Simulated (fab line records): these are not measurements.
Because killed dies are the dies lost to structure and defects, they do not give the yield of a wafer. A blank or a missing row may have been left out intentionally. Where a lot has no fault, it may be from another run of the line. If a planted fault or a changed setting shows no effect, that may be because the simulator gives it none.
fab line records	flow n5Finfet	part 2 of 2: steps 5 to 6 of 6
[record] lots = 22	wafers = 66	lastDay = 18
route steps=1938 shown FIN_CUT@173 STI_FIN_REVEAL@191 DUMMY_GATE@233
lots untouched by any fault: they come from a run of this same line in which no faults occurred
startH: start of the lot's first displayed wafer, in hours after the record's first day	waitH: how many hours have passed since the lot's step before this one	" as in the row above	L1.1+2: one row covering several wafers at once	- either no value or no given start	* or withheld: withheld	< > ~ a bound
route shown NAME@n: names a module that has steps shown in the file, with the first one's number in the route	usual: the fault-free wafers' mean and standard deviation	same: alike in all rows	chamber/n: place in a boat	sites: readings site by site	_std_site: standard deviation across them	_edge_site: inner sites' mean taken away from outer sites' mean	radiusMm: for every site, how far away it sits from the centre of the wafer	mask NAME#n: copy n	behind: the last tool/chamber to shape the wafer	hold: the reason the lot was held/the length of the hold in hours/how it ended	device: whichever transistor did not switch (one of n, p or np)	end of line: the tests these same wafers got at the end of their route	for a step that has no rows: nothing shown but its recipe	killed: dies lost to structure and defects at the first sort, not the wafer's yield	map: per-die view of a wafer (x killed, . not killed, _ where there is no die)
set.NAME: the run value of the setting; set.NAME@STEP: its run value at that earlier step	model.NAME: the simulator's own value behind a step, which no gauge read
a sample of lots followed through the steps of the route, with each step as a table and each wafer as a row
services: a tool's chamber out of use, with start hour (startH, from the record's first day; less than 0 if before it), hours out, and reason
[[steps]]
[step N5_DUMMY_GATE_ETCH_42]
[recipe] chemistry = CHF3/O2	target = SiO2	targetDepthA = 35	timeS = 31	ionEnergyEv = 30	biasW = 12	pressureMtorr = 30	sourceW = 600	Ar_flow_sccm = 200	CHF3_flow_sccm = 50	O2_flow_sccm = 5
[usual] drypumpMotorCurrentA = 5.8/0.38	oes_o_777_au = 0.76/0.061	oesProductAu = 0.76/0.062	rfVppV = 42.5/1.1	showerheadPlenumPTorr = 2.43/0.095	throttleValvePct = 18.79/0.25
lot.wafer	tool	chamber	startH	waitH	drypumpMotorCurrentA	oes_o_777_au	oesProductAu	rfHoursCounterH	rfVppV	showerheadPlenumPTorr	throttleValvePct
L074.3	rieDiel-05	1	46.12	0.0	6.1	0.73	0.72	177	41.6	2.31	18.49
L074.4	"	3	"	"	5.8	0.75	0.75	148	42.0	2.52	18.95
L074.5	"	1	"	"	6.1	0.72	0.74	-	43.6	2.31	18.49
L075.2	rieDiel-01	3	54.70	0.0	5.7	0.74	0.74	160	42.6	2.50	18.66
L075.5	"	1	"	"	6.3	0.83	0.81	-	43.7	2.53	18.37
L075.6	"	0	"	"	5.5	0.87	0.87	-	41.5	2.56	18.83
L076.1	rieDiel-01	0	69.60	0.0	5.5	0.87	0.88	37	42.7	2.56	18.83
L076.4	"	2	"	"	6.4	0.75	0.75	140	41.6	2.32	18.60
L076.6	"	1	"	"	6.3	0.82	0.82	-	42.5	2.53	18.36
L077.3	rieDiel-01	1	73.63	0.0	6.3	0.82	0.82	119	43.9	2.53	18.36
L077.5	"	2	"	"	6.4	0.75	0.75	-	41.8	2.32	18.61
L077.6	"	1	"	"	6.3	0.82	0.82	-	43.7	2.53	18.35
L078.1	rieDiel-05	3	77.48	0.0	5.8	0.74	0.74	156	43.8	2.52	18.97
L078.2	"	0	"	"	5.5	0.78	0.78	103	43.0	2.33	18.93
L078.5	"	0	"	"	5.5	0.77	0.79	-	42.6	2.33	18.93
L079.3	rieDiel-05	3	81.69	0.1	5.8	0.74	0.74	158	41.3	2.52	18.95
L079.4	"	1	"	"	6.1	0.73	0.72	186	41.7	2.31	18.52
L079.6	"	1	"	"	6.1	0.72	0.72	-	42.5	2.31	18.51
L080.3	rieDiel-05	2	85.69	0.3	5.6	0.70	0.70	208	43.5	2.48	18.95
L080.4	"	0	"	"	5.6	0.77	0.78	106	43.1	2.33	18.93
L080.5	"	0	"	"	5.6	0.77	0.78	-	43.5	2.33	18.95
L081.1	rieDiel-01	2	90.70	0.0	6.4	0.74	0.76	146	41.1	2.32	18.61
L081.5	"	0	"	"	5.5	0.86	0.87	-	43.3	2.56	18.84
L081.6	"	3	"	"	5.7	0.74	0.74	-	43.0	2.50	18.69
L083.2	rieDiel-01	2	104.50	0.0	6.4	0.75	0.76	151	42.1	2.32	18.62
L083.5	"	0	"	"	5.4	0.86	0.86	-	41.4	2.56	18.86
L083.6	"	3	"	"	5.7	0.74	0.74	-	42.4	2.50	18.68
L084.1	rieDiel-06	3	107.71	0.0	6.3	0.83	0.83	65	42.3	2.45	18.75
L084.3	"	2	"	"	6.3	0.74	0.73	178	41.4	2.40	18.67
L084.4	"	0	"	"	4.9	0.70	0.70	227	41.0	2.30	19.40
L086.1	rieDiel-01	1	126.19	0.0	6.3	0.80	0.81	135	43.8	2.52	18.40
L086.3	"	0	"	"	5.5	0.85	0.85	55	43.2	2.55	18.86
L086.5	"	1	"	"	6.3	0.80	0.80	-	42.8	2.52	18.39
L087.1	rieDiel-05	0	131.19	0.0	5.6	0.76	0.77	120	43.1	2.32	18.96
L087.4	"	3	"	"	5.8	0.74	0.73	171	40.7	2.51	18.97
L087.5	"	0	"	"	5.6	0.76	0.76	-	43.2	2.32	18.97
L088.1	rieDiel-01	3	137.33	0.0	5.7	0.72	0.72	185	42.0	2.49	18.71
L088.3	"	1	"	"	6.3	0.80	0.79	139	44.5	2.52	18.41
L088.4	"	0	"	"	5.5	0.84	0.84	58	42.9	2.55	18.85
L089.1	rieDiel-01	1	141.23	0.1	6.3	0.80	0.80	140	45.9	2.52	18.40
L089.4	"	3	"	"	5.7	0.73	0.72	187	43.3	2.49	18.71
L089.5	"	3	"	"	5.7	0.72	0.73	-	42.2	2.49	18.71
L090.1	rieDiel-05	3	149.69	0.0	5.8	0.73	0.72	177	41.5	2.51	18.98
L090.2	"	0	"	"	5.5	0.75	0.76	126	44.0	2.32	18.98
L090.5	"	1	"	"	6.1	0.71	0.71	-	40.7	2.30	18.54
L091.2	rieDiel-05	1	156.78	0.0	6.1	0.71	0.71	211	43.2	2.30	18.55
L091.3	"	0	"	"	5.6	0.75	0.76	128	43.4	2.32	18.99
L091.6	"	1	"	"	6.1	0.71	0.70	-	41.9	2.30	18.55
L092.2	rieDiel-05	1	157.54	0.0	6.1	0.71	0.71	211	41.4	2.30	18.56
L092.3	"	3	"	"	5.8	0.72	0.72	180	42.1	2.51	18.99
L092.4	"	1	"	"	6.1	0.70	0.71	-	43.1	2.30	18.54
L093.1	rieDiel-06	2	164.72	0.2	6.3	0.73	0.71	195	42.1	2.39	18.69
L093.3	"	3	"	"	6.3	0.81	0.80	82	42.4	2.44	18.77
L093.6	"	0	"	"	4.9	0.68	0.68	-	41.9	2.29	19.42
L094.2	rieDiel-06	0	166.38	0.2	4.9	0.69	0.68	245	42.1	2.29	19.42
L094.3	"	3	"	"	6.3	0.81	0.80	83	43.0	2.44	18.76
L094.5	"	1	"	"	5.9	0.87	0.87	-	41.0	2.47	18.76
L095.1	rieDiel-06	0	173.50	0.2	4.9	0.69	0.68	247	42.3	2.29	19.43
L095.3	"	1	"	"	5.9	0.86	0.86	38	41.6	2.47	18.74
L095.4	"	2	"	"	6.4	0.73	0.71	197	41.6	2.39	18.70
L096.1	rieDiel-05	0	182.94	0.0	5.5	0.75	0.75	134	43.2	2.32	19.00
L096.3	"	3	"	"	5.8	0.72	0.72	186	42.6	2.51	19.01
L096.5	"	2	"	"	5.6	0.67	0.69	-	42.8	2.47	18.99
L097.1	rieDiel-05	1	184.93	0.1	6.1	0.70	0.70	218	40.4	2.30	18.56
L097.3	"	3	"	"	5.8	0.72	0.72	186	43.1	2.51	19.01
L097.5	"	2	"	"	5.6	0.67	0.68	-	41.6	2.47	18.99
[step N5_DUMMY_GATE_STRIP_48]
[recipe] chemistry = N2/H2	timeS = 20	powerW = 100	tempC = 40	pressureMtorr = 100	rfFrequencyHz = 6e+07	biasPowerW = 3	n2FlowSccm = 300	h2FlowSccm = 300
[usual] drypumpMotorCurrentA = 5.8/0.38	oesProductAu = 0.76/0.058	rfVppV = 45.2/0.84	showerheadPlenumPTorr = 3.39/0.13	tempC = 40.00/0.099	throttleValvePct = 12.21/0.24
lot.wafer	tool	chamber	startH	waitH	drypumpMotorCurrentA	oesProductAu	rfHoursCounterH	rfVppV	showerheadPlenumPTorr	tempC	throttleValvePct
L074.3	rieDiel-05	1	46.17	0.0	6.1	0.73	177	44.6	3.23	39.89	11.96
L074.4	"	3	"	"	5.8	0.75	148	46.0	3.52	39.88	12.32
L074.5	"	1	"	"	6.1	0.74	-	45.9	3.23	39.92	11.96
L075.2	rieDiel-01	3	54.75	0.0	5.8	0.76	160	45.1	3.51	40.27	12.20
L075.5	"	1	"	"	6.3	0.83	-	44.6	3.53	40.02	11.74
L075.6	"	0	"	"	5.5	0.88	-	45.7	3.59	39.99	12.04
L076.1	rieDiel-01	0	69.64	0.0	5.5	0.87	37	45.8	3.58	39.89	12.06
L076.4	"	2	"	"	6.4	0.76	140	44.2	3.26	40.01	12.01
L076.6	"	1	"	"	6.3	0.81	-	45.6	3.53	39.99	11.76
L077.3	rieDiel-01	1	73.68	0.0	6.3	0.81	119	46.4	3.52	40.00	11.76
L077.5	"	2	"	"	6.4	0.76	-	45.2	3.26	39.91	12.02
L077.6	"	1	"	"	6.3	0.81	-	47.0	3.52	40.04	11.77
L078.1	rieDiel-05	3	77.52	0.0	5.8	0.74	156	44.2	3.52	40.00	12.34
L078.2	"	0	"	"	5.6	0.79	103	43.8	3.26	40.11	12.34
L078.5	"	0	"	"	5.5	0.79	-	46.3	3.26	40.12	12.33
L079.3	rieDiel-05	3	81.74	0.0	5.8	0.75	158	44.4	3.52	40.05	12.34
L079.4	"	1	"	"	6.1	0.72	186	44.6	3.23	39.97	11.99
L079.6	"	1	"	"	6.1	0.73	-	45.3	3.23	40.11	12.00
L080.3	rieDiel-05	2	85.74	0.0	5.6	0.70	208	45.6	3.47	40.14	12.40
L080.4	"	0	"	"	5.6	0.80	106	45.3	3.26	39.99	12.35
L080.5	"	0	"	"	5.6	0.79	-	45.3	3.26	39.93	12.36
L081.1	rieDiel-01	2	90.75	0.0	6.4	0.76	146	44.0	3.25	39.93	12.04
L081.5	"	0	"	"	5.5	0.85	-	45.3	3.58	40.10	12.05
L081.6	"	3	"	"	5.8	0.74	-	44.4	3.50	39.94	12.21
L083.2	rieDiel-01	2	104.55	0.0	6.3	0.75	151	44.0	3.25	40.03	12.05
L083.5	"	0	"	"	5.5	0.86	-	46.6	3.58	40.00	12.07
L083.6	"	3	"	"	5.7	0.73	-	46.1	3.50	40.11	12.23
L084.1	rieDiel-06	3	107.76	0.0	6.3	0.82	65	45.2	3.44	40.17	12.20
L084.3	"	2	"	"	6.3	0.73	178	44.9	3.34	40.02	12.12
L084.4	"	0	"	"	4.9	0.70	227	44.5	3.18	39.96	12.71
L086.1	rieDiel-01	1	126.24	0.0	6.3	0.80	135	44.9	3.52	39.87	11.79
L086.3	"	0	"	"	5.5	0.84	55	46.5	3.57	40.04	12.10
L086.5	"	1	"	"	6.3	0.80	-	46.0	3.52	39.91	11.80
L087.1	rieDiel-05	0	131.24	0.0	5.5	0.78	120	45.8	3.26	39.91	12.40
L087.4	"	3	"	"	5.8	0.72	171	46.7	3.51	40.02	12.39
L087.5	"	0	"	"	5.5	0.76	-	45.3	3.26	40.18	12.40
L088.1	rieDiel-01	3	137.38	0.0	5.7	0.73	185	44.6	3.49	40.02	12.27
L088.3	"	1	"	"	6.4	0.79	139	46.6	3.51	39.89	11.82
L088.4	"	0	"	"	5.5	0.84	58	44.9	3.57	39.78	12.13
L089.1	rieDiel-01	1	141.27	0.0	6.3	0.79	140	45.2	3.51	39.84	11.83
L089.4	"	3	"	"	5.8	0.73	187	44.6	3.49	40.08	12.24
L089.5	"	3	"	"	5.7	0.73	-	44.9	3.49	40.06	12.28
L090.1	rieDiel-05	3	149.74	0.0	5.8	0.73	177	45.7	3.51	39.93	12.38
L090.2	"	0	"	"	5.6	0.76	126	44.0	3.25	39.87	12.39
L090.5	"	1	"	"	6.1	0.71	-	46.5	3.22	39.97	12.03
L091.2	rieDiel-05	1	156.83	0.0	6.1	0.71	211	43.6	3.22	40.04	12.06
L091.3	"	0	"	"	5.5	0.77	128	46.1	3.25	39.73	12.41
L091.6	"	1	"	"	6.1	0.71	-	45.1	3.22	40.13	12.04
L092.2	rieDiel-05	1	157.59	0.0	6.1	0.71	211	44.8	3.22	40.03	12.05
L092.3	"	3	"	"	5.8	0.73	180	45.1	3.50	39.83	12.39
L092.4	"	1	"	"	6.1	0.72	-	45.0	3.22	39.95	12.05
L093.1	rieDiel-06	2	164.77	0.0	6.3	0.72	195	44.7	3.33	40.04	12.18
L093.3	"	3	"	"	6.3	0.81	82	44.1	3.43	39.85	12.24
L093.6	"	0	"	"	4.9	0.69	-	44.5	3.17	39.95	12.75
L094.2	rieDiel-06	0	166.43	0.0	4.9	0.70	245	45.6	3.17	40.05	12.75
L094.3	"	3	"	"	6.3	0.80	83	46.0	3.43	39.96	12.24
L094.5	"	1	"	"	5.9	0.86	-	44.0	3.45	40.15	12.05
L095.1	rieDiel-06	0	173.54	0.0	4.9	0.70	247	45.7	3.17	40.07	12.76
L095.3	"	1	"	"	5.9	0.85	38	45.1	3.45	40.03	12.06
L095.4	"	2	"	"	6.4	0.71	197	43.9	3.33	40.06	12.18
L096.1	rieDiel-05	0	182.99	0.0	5.5	0.76	134	45.5	3.25	39.92	12.43
L096.3	"	3	"	"	5.8	0.72	186	46.4	3.50	40.12	12.41
L096.5	"	2	"	"	5.6	0.68	-	44.0	3.46	39.93	12.47
L097.1	rieDiel-05	1	184.98	0.0	6.1	0.70	218	44.0	3.21	39.90	12.06
L097.3	"	3	"	"	5.8	0.72	186	45.1	3.50	39.96	12.43
L097.5	"	2	"	"	5.6	0.69	-	45.5	3.46	40.04	12.47
[[services]]
tool	chamber	startH	hours	kind
rieDiel-05	1	11.95	6.9	repair
rieDiel-05	-	16.27	0.5	repair
rieDiel-06	1	20.70	-	clean
rieDiel-06	1	20.70	-	consumableReplace:focusRing
rieDiel-06	1	20.70	20.4	scheduledDown
rieDiel-06	1	20.70	20.4	ventCycle
rieDiel-06	3	29.32	3.4	repair
rieDiel-06	3	35.01	4.2	repair
rieDiel-02	-	35.30	0.6	repair
rieDiel-04	0	42.81	21.2	repair
rieDiel-04	3	64.18	-	clean
rieDiel-03	0	64.56	13.4	repair
rieDiel-02	0	79.64	8.6	repair
rieDiel-02	1	79.64	3.7	repair
rieDiel-06	3	91.32	4.9	repair
rieDiel-06	2	124.88	3.2	repair
rieDiel-02	-	145.40	4.3	pm
rieDiel-05	0	157.45	2.8	repair
rieDiel-03	3	158.12	-	clean
rieDiel-03	3	158.12	-	consumableReplace:focusRing
rieDiel-03	3	158.12	-	consumableReplace:showerhead
rieDiel-03	3	158.12	16.4	scheduledDown
rieDiel-03	3	158.12	16.4	ventCycle
rieDiel-02	-	163.03	3.2	repair
